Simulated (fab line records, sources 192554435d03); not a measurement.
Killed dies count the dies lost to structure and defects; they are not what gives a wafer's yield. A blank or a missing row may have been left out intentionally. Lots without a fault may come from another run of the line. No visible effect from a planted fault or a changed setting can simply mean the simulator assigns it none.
Split-lot study    flow n5Finfet    7 lots, 39 wafers read, on a route of 1938 steps

SPLIT DETAILS
At N5_BEOL_M7_TRENCH_ETCH_37 (etches SiCOH lowk in C4F6/O2, target depth 93.478 nm, time 31.2 s), the setting targetDepthA was moved away from the recipe's 934.78 angstrom on 18 of the 39 wafers read, by -57.5% to +45.8%. For the rest of the wafers, this setting stayed at what the recipe calls for.

FROM THE SPLIT TO THE READING: what the file shows between them, 8 steps
- N5_BEOL_M7_ETCH_41: etches SiCN in CH3F/O2, target depth 31.9 nm, time 57.8 s
- N5_BEOL_M7_STRIP_80: strips in N2/H2, time 10 s
- N5_BEOL_M7_OCD_MEAS_38
- N5_BEOL_M7_HM_STRIP_39: strips TiN in peroxide tin strip, target depth 25 nm, time 158 s
- N5_BEOL_M7_SRD_40: time 30 s
- N5_BEOL_M7_ECD_50: material Cu, target thk 300 nm
- N5_BEOL_M7_ANNEAL_51: time 90 s
- N5_BEOL_M7_CMP_52: polishes, stops on SiCOH lowk, t overpolish 6.9 s, target thk 80 nm

THE READING
M7_THK, in nm, at N5_BEOL_M7_THK_MEAS_53 (measures by xrf). On this fab line, fault-free wafers typically give 81.2 nm with a standard deviation of 2 nm.

wafer   tool, chamber at the split  targetDepthA as run, angstrom  against the recipe  M7_THK, nm  against lot-mates on the recipe
L074.1  rieDiel-04, 3               397.1                          -57.5%              26.7        -55.7
L074.2  rieDiel-04, 2               934.78                         recipe              82.9        -
L074.3  rieDiel-04, 1               934.78                         recipe              80.2        -
L074.4  rieDiel-04, 0               934.78                         recipe              84.2        -
L074.5  rieDiel-04, 1               397.1                          -57.5%              28.2        -54.2
L074.6  rieDiel-04, 0               397.1                          -57.5%              26.6        -55.8
L077.1  rieDiel-03, 2               934.78                         recipe              79.7        -
L077.2  rieDiel-03, 0               1326                           +41.9%              117.3       +36.9
L077.3  rieDiel-03, 1               1326                           +41.9%              118.0       +37.6
L077.4  rieDiel-03, 3               1326                           +41.9%              121.1       +40.7
L077.5  rieDiel-03, 0               934.78                         recipe              80.3        -
L077.6  rieDiel-03, 3               934.78                         recipe              81.2        -
L076.1  rieDiel-03, 3               934.78                         recipe              82.9        -
L076.2  rieDiel-03, 0               934.78                         recipe              82.0        -
L076.3  rieDiel-03, 2               1363                           +45.8%              125.0       +42.7
L076.4  rieDiel-03, 1               1363                           +45.8%              121.2       +38.9
L076.5  rieDiel-03, 3               934.78                         recipe              82.0        -
L076.6  rieDiel-03, 0               1363                           +45.8%              121.8       +39.5
L090.1  rieDiel-04, 2               934.78                         recipe              79.7        -
L090.2  rieDiel-04, 0               934.78                         recipe              83.3        -
L090.3  rieDiel-04, 1               1138                           +21.7%              99.1        +17.9
L090.4  rieDiel-04, 3               934.78                         recipe              80.7        -
L090.5  rieDiel-04, 3               1138                           +21.7%              101.4       +20.2
L090.6  rieDiel-04, 0               1138                           +21.7%              100.6       +19.4
L091.1  rieDiel-03, 1               934.78                         recipe              82.6        -
L091.2  rieDiel-03, 2               934.78                         recipe              85.2        -
L091.4  rieDiel-03, 3               934.78                         recipe              84.8        -
L092.1  rieDiel-04, 2               1241                           +32.8%              111.2       +30.9
L092.2  rieDiel-04, 0               934.78                         recipe              80.7        -
L092.3  rieDiel-04, 1               1241                           +32.8%              107.6       +27.3
L092.4  rieDiel-04, 1               934.78                         recipe              78.8        -
L092.5  rieDiel-04, 2               934.78                         recipe              81.5        -
L092.6  rieDiel-04, 0               1241                           +32.8%              111.7       +31.4
L096.1  rieDiel-03, 0               934.78                         recipe              80.2        -
L096.2  rieDiel-03, 3               621.2                          -33.5%              50.6        -30.2
L096.3  rieDiel-03, 2               934.78                         recipe              83.6        -
L096.4  rieDiel-03, 1               621.2                          -33.5%              48.4        -32.4
L096.5  rieDiel-03, 0               934.78                         recipe              78.7        -
L096.6  rieDiel-03, 3               621.2                          -33.5%              50.3        -30.5

FIT RESULTS
A straight line over all 39 wafers: M7_THK changes by +0.916 nm for each +1% of targetDepthA; r = +1.00; the points scatter about the line by 1.8 nm.
The same after taking each lot's own level away (the mean of its wafers on the recipe; 39 wafers): +0.925 nm for each +1%; r = +1.00; scatter 1.6 nm.
The reading moves by 53 nm for the largest change in targetDepthA, on that fit.
The lots' own levels span 80.33 to 84.20 nm, that is 1.9 times the standard deviation above.
So the lot-to-lot level changes the slope little: the two slopes agree.
Check: with one of the wafers moved furthest among these (-57.5%) left out of the fit, the line predicts -53.3 nm for it against its lot-mates. It came out at -55.7 nm against them.

THE WHOLE CHAIN: every reading that the file lists as answering this split, in the file's order
step                       what it does                                                         reading                                                                          change (the file's fit)                                                               r (the file's)
N5_BEOL_M7_TRENCH_ETCH_37  etches SiCOH lowk in C4F6/O2, target depth 93.478 nm, time 31.2 s    BEOL_M7.featureDepthNm (the simulator's own value, which no gauge read)          +0.921 nm for each +1% of the setting                                                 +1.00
N5_BEOL_M7_TRENCH_ETCH_37  etches SiCOH lowk in C4F6/O2, target depth 93.478 nm, time 31.2 s    etch.depthNm (the simulator's own value, which no gauge read)                    +0.921 nm for each +1% of the setting                                                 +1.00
N5_BEOL_M7_TRENCH_ETCH_37  etches SiCOH lowk in C4F6/O2, target depth 93.478 nm, time 31.2 s    TiN_of_BEOL_M7_HM_DEP_02.thkNm (the simulator's own value, which no gauge read)  -0.0279 nm for each +1% of the setting                                                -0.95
N5_BEOL_M7_OCD_MEAS_38                                                                          trenchDepthNm                                                                    +0.922 nm for each +1% of the setting                                                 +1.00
N5_BEOL_M7_CMP_52          polishes, stops on SiCOH lowk, t overpolish 6.9 s, target thk 80 nm  Cu_of_BEOL_M7_ECD_50.thkNm (the simulator's own value, which no gauge read)      +0.915 nm for each +1% of the setting                                                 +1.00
N5_BEOL_M7_THK_MEAS_53     measures by xrf                                                      M7_THK                                                                           +0.923 for each +1% of the setting                                                    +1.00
N5_BEOL_M7_RS_MEAS_57      measures by four-point-probe                                         M7_RS                                                                            not straight: 1.144 at the lowest setting, 0.283 at the recipe, 0.177 at the highest  not given

FILE'S OWN FIT
M7_THK changes by +0.923 nm for each +1% of targetDepthA, r = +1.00.
